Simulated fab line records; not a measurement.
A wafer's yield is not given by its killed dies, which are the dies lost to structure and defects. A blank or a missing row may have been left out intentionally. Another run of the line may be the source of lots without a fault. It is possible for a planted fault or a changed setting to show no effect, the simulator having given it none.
Chamber matching + flow n5-finfet + N5_HKMG_FIN_ALD_91 on ald-metal-01: 4 sister chambers
The step deposits TiN, target thk 1 nm, pulse time 1 s, purge time 3 s. 8 wafers are shown with their chamber, then 7 later ones without.

## WAFERS PAIRED WITH THEIR CHAMBERS
| wafer  | chamber | heater-power-w (W) | precursor-pulse-height-rel |
|--------|---------|--------------------|----------------------------|
| L079.2 | 1       | 1005               | 1.009                      |
| L079.3 | 2       | 815                | 0.977                      |
| L079.4 | 3       | 950                | 0.957                      |
| L083.1 | 0       | 824                | 0.969                      |
| L083.2 | 3       | 943                | 1.023                      |
| L083.3 | 1       | 1038               | 0.988                      |
| L083.4 | 2       | 822                | 0.993                      |
| L083.5 | 0       | 802                | 1.006                      |

## WAFERS WHOSE CHAMBER IS MISSING
| wafer  | heater-power-w (W) | precursor-pulse-height-rel |
|--------|--------------------|----------------------------|
| L083.6 | 1006               | 0.956                      |
| L085.2 | 987                | 1.001                      |
| L085.3 | 803                | 1.038                      |
| L085.6 | 1024               | 1.017                      |
| L094.1 | 806                | 0.980                      |
| L094.3 | 994                | 1.004                      |
| L094.4 | 1013               | 1.000                      |

## THE CHAMBER EACH PASSED THROUGH
| wafer  | from the rows above     | in truth |
|--------|-------------------------|----------|
| L083.6 | 1                       | 1        |
| L085.2 | can't be placed: 1 or 3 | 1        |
| L085.3 | can't be placed: 0 or 2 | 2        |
| L085.6 | 1                       | 1        |
| L094.1 | can't be placed: 0 or 2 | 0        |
| L094.3 | can't be placed: 1 or 3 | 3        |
| L094.4 | 1                       | 1        |
Correct placement for 3 of the 7. Not placeable from these rows: 4 (in 4, the candidates include the true chamber). 0 placed wrongly.
How it was worked out, from the rows above alone: a wafer's distance from a chamber is the root of the sum, over the readings, of the square of ((its reading less the chamber's mean) divided by the reading's scatter). If the next closest chamber is less than 2 further off than the closest, the wafer can't be placed; otherwise it belongs to the closest. The mean given for a chamber averages the wafers shown for that chamber. The scatter: take each reading less its chamber's mean, square it, sum over the shown wafers, divide by the number of wafers less the number of chambers, and take the root.
